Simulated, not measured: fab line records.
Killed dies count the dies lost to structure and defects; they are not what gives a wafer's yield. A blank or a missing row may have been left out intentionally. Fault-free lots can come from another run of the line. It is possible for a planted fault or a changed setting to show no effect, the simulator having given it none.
Which tool was responsible?    flow nand_harc    24 lots, 72 wafers sampled, at 6 steps of a route of 1159

WHAT THE GAUGES READ, wafer by wafer
The record lacks any reading of a measuring or inspecting step that a usual standard deviation could be used to judge.

TOOL THAT RAN EACH LOT (tool first, then ch and the chambers of the sampled wafers, then the start)
lot   NHARC_P_BONDPAD_CMP_32         NHARC_A_STAIRCASE_ETCH_170                     NHARC_A_STAIRCASE_TRIM_24                      NHARC_A_STAIRCASE_TRIM_187          NHARC_A_STAIRCASE_ETCH_194      NHARC_A_STAIRCASE_ETCH_201
L074  cmp-03 ch 0,1, day 5 22:09     rie_diel-13 ch 0,1, day 10 08:08 or earlier    rie_diel-11 ch 0,2,3, day 10 08:08 or earlier  rie_diel-09 ch 0,1,2, day 10 08:08  rie_diel-09 ch 1,2,3, no start  rie_diel-13 ch 0,1, no start
L075  cmp-03 ch 2,3, day 6 19:59     rie_diel-09 ch 1,2,3, day 11 15:50 or earlier  rie_diel-09 ch 1,2,3, day 11 15:50 or earlier  rie_diel-13 ch 1,3, day 11 15:50    rie_diel-13 ch 1,2, no start    rie_diel-13 ch 1,3, no start
L076  cmp-02 ch 1,2,3, day 6 21:14   rie_diel-13 ch 0,1,3, day 11 16:03 or earlier  rie_diel-13 ch 0,2,3, day 11 16:03 or earlier  rie_diel-11 ch 0,1,2, day 11 16:03  rie_diel-11 ch 0,2,3, no start  rie_diel-13 ch 1,2,3, no start
L077  cmp-02 ch 2,3, day 6 23:40     rie_diel-09 ch 0,1,2, day 11 16:10 or earlier  rie_diel-09 ch 0,1,2, day 11 16:10 or earlier  rie_diel-13 ch 0,3, day 11 16:10    rie_diel-13 ch 1,3, no start    rie_diel-11 ch 0,3, no start
L078  cmp-02 ch 1,3, day 7 05:31     rie_diel-11 ch 0,2,3, day 11 21:26 or earlier  rie_diel-11 ch 0,1,2, day 11 21:26 or earlier  rie_diel-13 ch 2,3, day 11 21:26    rie_diel-13 ch 1,2, no start    rie_diel-13 ch 1,2,3, no start
L079  cmp-02 ch 1,2, day 7 12:44     rie_diel-13 ch 0,3, day 12 00:23 or earlier    rie_diel-11 ch 2,3, day 12 00:23 or earlier    rie_diel-11 ch 0,1,2, day 12 00:23  rie_diel-11 ch 0,3, no start    rie_diel-09 ch 1,2,3, no start
L080  cmp-01 ch 0,2,3, day 8 02:40   rie_diel-13 ch 0,1,2, day 13 04:44 or earlier  rie_diel-09 ch 0,3, day 13 04:44 or earlier    rie_diel-13 ch 1,2,3, day 13 04:44  rie_diel-13 ch 0,1,3, no start  rie_diel-09 ch 0,2,3, no start
L082  cmp-01 ch 0,2, day 8 03:47     rie_diel-09 ch 0,1,3, day 12 23:08 or earlier  rie_diel-11 ch 0,1,3, day 12 23:08 or earlier  rie_diel-11 ch 1,3, day 12 23:08    rie_diel-11 ch 1,2,3, no start  rie_diel-11 ch 0,2, no start
L081  cmp-01 ch 1,2,3, day 8 05:37   rie_diel-09 ch 0,2,3, day 12 21:23 or earlier  rie_diel-11 ch 0,1,3, day 12 21:23 or earlier  rie_diel-11 ch 0,1,2, day 12 21:23  rie_diel-11 ch 0,2,3, no start  rie_diel-09 ch 0,1,2, no start
L084  cmp-03 ch 0,2,3, day 8 12:52   rie_diel-09 ch 0,2,3, day 13 08:15 or earlier  rie_diel-11 ch 0,1,2, day 13 08:15 or earlier  rie_diel-09 ch 0,2,3, day 13 08:15  rie_diel-09 ch 0,2,3, no start  rie_diel-09 ch 2,3, no start
L083  cmp-02 ch 1,2, day 8 13:46     rie_diel-11 ch 2,3, day 13 08:46 or earlier    rie_diel-09 ch 0,2,3, day 13 08:46 or earlier  rie_diel-09 ch 0,2, day 13 08:46    rie_diel-09 ch 0,2, no start    rie_diel-11 ch 0,2,3, no start
L085  cmp-02 ch 0,2,3, day 9 15:20   rie_diel-13 ch 0,1,3, day 14 04:53 or earlier  rie_diel-13 ch 0,1,2, day 14 04:53 or earlier  rie_diel-09 ch 2,3, day 14 04:53    rie_diel-09 ch 0,3, no start    rie_diel-11 ch 0,2,3, no start
L088  cmp-03 ch 0,2,3, day 9 16:29   rie_diel-09 ch 2,3, day 14 00:40 or earlier    rie_diel-09 ch 0,1,2, day 14 00:40 or earlier  rie_diel-13 ch 0,1,2, day 14 00:40  rie_diel-13 ch 0,1, no start    rie_diel-13 ch 0,1, no start
L086  cmp-02 ch 0,1,2, day 9 17:02   rie_diel-09 ch 1,2, day 14 01:07 or earlier    rie_diel-13 ch 0,1,3, day 14 01:07 or earlier  rie_diel-11 ch 0,1,3, day 14 01:07  rie_diel-11 ch 0,2,3, no start  rie_diel-09 ch 0,3, no start
L087  cmp-02 ch 2,3, day 10 05:46    rie_diel-13 ch 1,2,3, day 14 18:35 or earlier  rie_diel-09 ch 0,1, day 14 18:35 or earlier    rie_diel-13 ch 2,3, day 14 18:35    rie_diel-13 ch 0,1,3, no start  rie_diel-13 ch 0,1, no start
L090  cmp-03 ch 0,3, day 10 14:28    rie_diel-13 ch 0,3, day 15 00:07 or earlier    rie_diel-11 ch 2,3, day 15 00:07 or earlier    rie_diel-13 ch 1,3, day 15 00:07    rie_diel-13 ch 0,1,3, no start  rie_diel-11 ch 0,1,2, no start
L089  cmp-02 ch 0,3, day 10 16:20    rie_diel-13 ch 1,2, day 14 23:49 or earlier    rie_diel-09 ch 1,2,3, day 14 23:49 or earlier  rie_diel-11 ch 1,3, day 14 23:49    rie_diel-11 ch 1,2,3, no start  rie_diel-09 ch 0,2,3, no start
L091  cmp-02 ch 0,2,3, day 10 18:35  rie_diel-13 ch 0,1,2, day 15 10:20 or earlier  rie_diel-13 ch 0,2,3, day 15 10:20 or earlier  rie_diel-13 ch 0,1,2, day 15 10:20  rie_diel-13 ch 0,1,2, no start  rie_diel-09 ch 0,2,3, no start
L092  cmp-03 ch 0,2,3, day 10 19:44  rie_diel-09 ch 1,2, day 15 13:59 or earlier    rie_diel-09 ch 0,3, day 15 13:59 or earlier    rie_diel-13 ch 0,1,3, day 15 13:59  rie_diel-13 ch 0,1,3, no start  rie_diel-13 ch 0,1,3, no start
L094  cmp-02 ch 1,2,3, day 11 05:06  rie_diel-11 ch 0,1, day 15 17:57 or earlier    rie_diel-13 ch 1,2,3, day 15 17:57 or earlier  rie_diel-11 ch 1,2, day 15 17:57    rie_diel-11 ch 0,2,3, no start  rie_diel-11 ch 0,1,2, no start
L093  cmp-01 ch 0,1,2, day 11 09:41  rie_diel-11 ch 0,1,3, day 15 21:02 or earlier  rie_diel-09 ch 1,2, day 15 21:02 or earlier    rie_diel-09 ch 1,2, day 15 21:02    rie_diel-09 ch 1,3, no start    rie_diel-09 ch 1,2,3, no start
L095  cmp-02 ch 0,2,3, day 11 14:46  rie_diel-13 ch 0,1,3, day 16 07:23 or earlier  rie_diel-11 ch 0,3, day 16 07:23 or earlier    rie_diel-13 ch 0,2, day 16 07:23    rie_diel-13 ch 2,3, no start    rie_diel-09 ch 0,2, no start
L096  cmp-02 ch 0,1,2, day 11 16:47  rie_diel-11 ch 0,2,3, day 16 07:41 or earlier  rie_diel-13 ch 0,1, day 16 07:41 or earlier    rie_diel-13 ch 0,3, day 16 07:41    rie_diel-13 ch 0,3, no start    rie_diel-09 ch 0,1, no start
L097  cmp-02 ch 2,3, day 12 10:17    rie_diel-09 ch 0,3, day 16 19:08 or earlier    rie_diel-13 ch 0,1,3, day 16 19:08 or earlier  rie_diel-09 ch 0,1,3, day 16 19:08  rie_diel-09 ch 0,1,2, no start  rie_diel-09 ch 2,3, no start
- NHARC_P_BONDPAD_CMP_32: polishes SiCN, target thk 200 nm.
- NHARC_A_STAIRCASE_ETCH_170: etches the open film in C4F6/O2, target depth 200 nm, time 66.667 s.
- NHARC_A_STAIRCASE_TRIM_24: chemistry O2, time 211.2 s.
- NHARC_A_STAIRCASE_TRIM_187: chemistry O2, time 211.2 s.
- NHARC_A_STAIRCASE_ETCH_194: etches the open film in C4F8/O2, target depth 100 nm, time 40.5 s.
- NHARC_A_STAIRCASE_ETCH_201: etches the open film in C4F8/O2, target depth 100 nm, time 40.5 s.

AS READ BY THE TOOLS THEMSELVES (means over the sampled wafers that have a number; for cases with no such wafer, the mark the record gives instead)
NHARC_P_BONDPAD_CMP_32. Usual: motor_current_A 11.9 A, standard deviation 1.4; retaining_ring_pressure_frac 0.999, standard deviation 0.005.
lot   tool    motor_current_A (A)  retaining_ring_pressure_frac  flag
L074  cmp-03  12.4                 0.997                         
L075  cmp-03  13.0                 1.004                         
L076  cmp-02  11.0                 0.999                         
L077  cmp-02  11.5                 1.006                         
L078  cmp-02  11.4                 0.999                         
L079  cmp-02  10.4                 0.998                         
L080  cmp-01  11.9                 0.997                         
L082  cmp-01  12.2                 1.002                         
L081  cmp-01  12.6                 0.996                         
L084  cmp-03  12.7                 1.003                         
L083  cmp-02  10.3                 1.002                         
L085  cmp-02  12.2                 1.002                         
L088  cmp-03  12.8                 1.000                         
L086  cmp-02  11.4                 1.003                         
L087  cmp-02  10.7                 0.999                         
L090  cmp-03  12.0                 0.998                         
L089  cmp-02  13.3                 0.997                         
L091  cmp-02  11.8                 0.999                         
L092  cmp-03  13.1                 1.001                         
L094  cmp-02  11.1                 0.998                         
L093  cmp-01  12.5                 0.998                         
L095  cmp-02  12.1                 0.999                         
L096  cmp-02  11.4                 0.995                         
L097  cmp-02  11.4                 1.001                         

NHARC_A_STAIRCASE_ETCH_170. Usual: drypump_motor_current_A 5.5 A, standard deviation 0.42; oes_product_au 0.973 a.u., standard deviation 0.015; rf_vpp_V 546 V, standard deviation 3.5; showerhead_plenum_p_Torr 3.90 Torr, standard deviation 0.17; throttle_valve_pct 26.903 %, standard deviation 0.0085.
lot   tool         drypump_motor_current_A (A)  oes_product_au (a.u.)  rf_vpp_V (V)  showerhead_plenum_p_Torr (Torr)  throttle_valve_pct (%)  flag
L074  rie_diel-13  5.4                          0.962                  546           3.90                             26.909                  
L075  rie_diel-09  5.3                          0.978                  545           3.85                             26.908                  
L076  rie_diel-13  5.8                          0.970                  544           3.83                             26.903                  
L077  rie_diel-09  5.2                          0.939                  544           3.78                             26.908                  
L078  rie_diel-11  5.7                          0.994                  545           3.81                             26.908                  
L079  rie_diel-13  5.9                          0.956                  546           3.88                             26.891                  
L080  rie_diel-13  5.5                          0.978                  545           3.85                             26.903                  
L082  rie_diel-09  5.2                          0.972                  548           3.97                             26.901                  
L081  rie_diel-09  5.1                          0.977                  545           3.88                             26.895                  
L084  rie_diel-09  5.1                          0.983                  546           3.88                             26.902                  
L083  rie_diel-11  5.8                          0.973                  546           3.85                             26.906                  
L085  rie_diel-13  5.8                          0.967                  549           4.01                             26.906                  
L088  rie_diel-09  5.3                          0.986                  547           3.94                             26.905                  
L086  rie_diel-09  5.3                          0.971                  550           4.04                             26.908                  
L087  rie_diel-13  5.9                          0.978                  547           3.92                             26.897                  
L090  rie_diel-13  6.2                          0.976                  552           4.14                             26.910                  
L089  rie_diel-13  5.5                          0.984                  544           3.79                             26.907                  
L091  rie_diel-13  5.5                          0.986                  545           3.84                             26.910                  
L092  rie_diel-09  5.4                          0.964                  550           4.12                             26.900                  
L094  rie_diel-11  5.6                          0.952                  546           3.86                             26.901                  
L093  rie_diel-11  5.7                          0.986                  544           3.82                             26.907                  
L095  rie_diel-13  5.8                          0.958                  549           4.00                             26.901                  
L096  rie_diel-11  5.7                          0.991                  544           3.78                             26.896                  
L097  rie_diel-09  5.0                          0.952                  543           3.79                             26.904                  

NHARC_A_STAIRCASE_TRIM_24. Usual: drypump_motor_current_A 5.5 A, standard deviation 0.37; oes_product_au 1.003 a.u., standard deviation 0.0091; rf_vpp_V 57.6 V, standard deviation 0.82; showerhead_plenum_p_Torr 3.49 Torr, standard deviation 0.14; throttle_valve_pct 17.037 %, standard deviation 0.0091.
lot   tool         drypump_motor_current_A (A)  oes_product_au (a.u.)  rf_vpp_V (V)  showerhead_plenum_p_Torr (Torr)  throttle_valve_pct (%)  flag
L074  rie_diel-11  5.7                          1.000                  57.3          3.43                             17.045                  
L075  rie_diel-09  5.3                          0.993                  57.7          3.46                             17.043                  
L076  rie_diel-13  5.9                          0.993                  57.0          3.41                             17.042                  
L077  rie_diel-09  5.2                          1.000                  57.2          3.40                             17.034                  
L078  rie_diel-11  5.7                          1.018                  56.8          3.46                             17.037                  
L079  rie_diel-11  5.8                          1.008                  57.7          3.46                             17.043                  
L080  rie_diel-09  5.0                          1.001                  57.8          3.42                             17.040                  
L082  rie_diel-11  5.6                          1.000                  57.4          3.45                             17.041                  
L081  rie_diel-11  5.6                          1.011                  57.5          3.45                             17.038                  
L084  rie_diel-11  5.7                          1.019                  57.2          3.45                             17.034                  
L083  rie_diel-09  5.1                          0.996                  58.3          3.49                             17.031                  
L085  rie_diel-13  5.5                          1.003                  58.1          3.45                             17.033                  
L088  rie_diel-09  5.2                          0.993                  57.6          3.57                             17.044                  
L086  rie_diel-13  5.8                          1.002                  58.3          3.61                             17.035                  
L087  rie_diel-09  5.2                          1.000                  58.1          3.65                             17.026                  
L090  rie_diel-11  5.8                          1.001                  57.8          3.44                             17.040                  
L089  rie_diel-09  5.3                          0.997                  58.8          3.63                             17.033                  
L091  rie_diel-13  5.9                          1.008                  57.6          3.57                             17.033                  
L092  rie_diel-09  4.9                          1.000                  58.2          3.41                             17.034                  
L094  rie_diel-13  5.9                          1.011                  57.5          3.52                             17.035                  
L093  rie_diel-09  5.3                          0.996                  57.7          3.63                             17.029                  
L095  rie_diel-11  5.7                          1.011                  57.9          3.40                             17.043                  
L096  rie_diel-13  5.4                          1.009                  57.4          3.48                             17.039                  
L097  rie_diel-13  5.8                          1.002                  58.6          3.60                             17.028                  

NHARC_A_STAIRCASE_TRIM_187. Usual: drypump_motor_current_A 5.6 A, standard deviation 0.42; oes_product_au 1.003 a.u., standard deviation 0.0078; rf_vpp_V 57.7 V, standard deviation 0.91; showerhead_plenum_p_Torr 3.49 Torr, standard deviation 0.15; throttle_valve_pct 17.038 %, standard deviation 0.0091.
lot   tool         drypump_motor_current_A (A)  oes_product_au (a.u.)  rf_vpp_V (V)  showerhead_plenum_p_Torr (Torr)  throttle_valve_pct (%)  flag
L074  rie_diel-09  5.2                          0.998                  57.9          3.41                             17.040                  
L075  rie_diel-13  6.2                          0.998                  56.7          3.34                             17.041                  
L076  rie_diel-11  5.7                          1.009                  57.6          3.46                             17.029                  
L077  rie_diel-13  5.8                          1.002                  57.9          3.49                             17.039                  
L078  rie_diel-13  6.3                          0.996                  56.4          3.29                             17.035                  
L079  rie_diel-11  5.7                          1.002                  57.5          3.45                             17.031                  
L080  rie_diel-13  5.8                          0.998                  57.9          3.53                             17.034                  
L082  rie_diel-11  5.7                          1.004                  58.0          3.53                             17.034                  
L081  rie_diel-11  5.7                          1.014                  57.2          3.45                             17.041                  
L084  rie_diel-09  5.1                          1.000                  57.3          3.49                             17.042                  
L083  rie_diel-09  5.0                          0.996                  56.6          3.42                             17.024                  
L085  rie_diel-09  5.3                          1.011                  58.6          3.54                             17.034                  
L088  rie_diel-13  5.5                          1.007                  57.7          3.45                             17.043                  
L086  rie_diel-11  5.7                          1.011                  57.6          3.44                             17.046                  
L087  rie_diel-13  6.0                          1.012                  57.4          3.48                             17.042                  
L090  rie_diel-13  5.8                          1.001                  57.6          3.56                             17.029                  
L089  rie_diel-11  5.7                          1.000                  58.4          3.52                             17.039                  
L091  rie_diel-13  5.5                          1.007                  57.3          3.45                             17.036                  
L092  rie_diel-13  5.8                          1.000                  58.9          3.61                             17.037                  
L094  rie_diel-11  5.7                          1.010                  57.1          3.48                             17.033                  
L093  rie_diel-09  5.4                          0.988                  58.0          3.71                             17.040                  
L095  rie_diel-13  5.6                          1.007                  57.8          3.41                             17.047                  
L096  rie_diel-13  6.2                          0.995                  58.1          3.72                             17.043                  
L097  rie_diel-09  5.2                          1.004                  58.2          3.55                             17.035                  

NHARC_A_STAIRCASE_ETCH_194. Usual: oes_product_au 0.942 a.u., standard deviation 0.012; rf_vpp_V 895 V, standard deviation 5.4.
lot   tool         oes_product_au (a.u.)  rf_vpp_V (V)  flag
L074  rie_diel-09  0.933                  894           
L075  rie_diel-13  0.926                  892           
L076  rie_diel-11  0.949                  892           
L077  rie_diel-13  0.932                  889           
L078  rie_diel-13  0.921                  891           
L079  rie_diel-11  0.966                  891           
L080  rie_diel-13  0.929                  900           
L082  rie_diel-11  0.946                  895           
L081  rie_diel-11  0.946                  892           
L084  rie_diel-09  0.936                  895           
L083  rie_diel-09  0.934                  892           
L085  rie_diel-09  0.941                  894           
L088  rie_diel-13  0.939                  895           
L086  rie_diel-11  0.947                  892           
L087  rie_diel-13  0.953                  898           
L090  rie_diel-13  0.948                  900           
L089  rie_diel-11  0.953                  894           
L091  rie_diel-13  0.944                  893           
L092  rie_diel-13  0.949                  898           
L094  rie_diel-11  0.947                  891           
L093  rie_diel-09  0.935                  902           
L095  rie_diel-13  0.945                  900           
L096  rie_diel-13  0.951                  903           
L097  rie_diel-09  0.936                  897           

NHARC_A_STAIRCASE_ETCH_201. Usual: oes_product_au 0.941 a.u., standard deviation 0.011; rf_vpp_V 895 V, standard deviation 5.2.
lot   tool         oes_product_au (a.u.)  rf_vpp_V (V)  flag
L074  rie_diel-13  0.937                  896           
L075  rie_diel-13  0.929                  891           
L076  rie_diel-13  0.933                  890           
L077  rie_diel-11  0.948                  891           
L078  rie_diel-13  0.931                  890           
L079  rie_diel-09  0.951                  900           
L080  rie_diel-09  0.930                  894           
L082  rie_diel-11  0.944                  891           
L081  rie_diel-09  0.944                  898           
L084  rie_diel-09  0.945                  897           
L083  rie_diel-11  0.946                  891           
L085  rie_diel-11  0.945                  891           
L088  rie_diel-13  0.945                  896           
L086  rie_diel-09  0.929                  892           
L087  rie_diel-13  0.943                  896           
L090  rie_diel-11  0.958                  893           
L089  rie_diel-09  0.942                  894           
L091  rie_diel-09  0.956                  894           
L092  rie_diel-13  0.937                  900           
L094  rie_diel-11  0.959                  893           
L093  rie_diel-09  0.942                  899           
L095  rie_diel-09  0.937                  892           
L096  rie_diel-09  0.924                  894           
L097  rie_diel-09  0.948                  896           

THE ANSWER, worked out from the rows above alone
Rule: take the mean of a lot's wafers that have a number; if it is more than 3 standard deviations from the usual mean, the lot is off. A lot without any number at a reading at which 4 lots or more have one is off too. Any other lot the step has rows for is counted as sound. First the gauges in route order, then the tools' own readings, where a lot's mean is used as printed above. The first step at which some lot is off is used, and at that step the reading that is off furthest; a lot without a number counts as furthest.
None of the lots is off at any reading shown; this tells nothing.

WHAT THE SIMULATOR PUT IN
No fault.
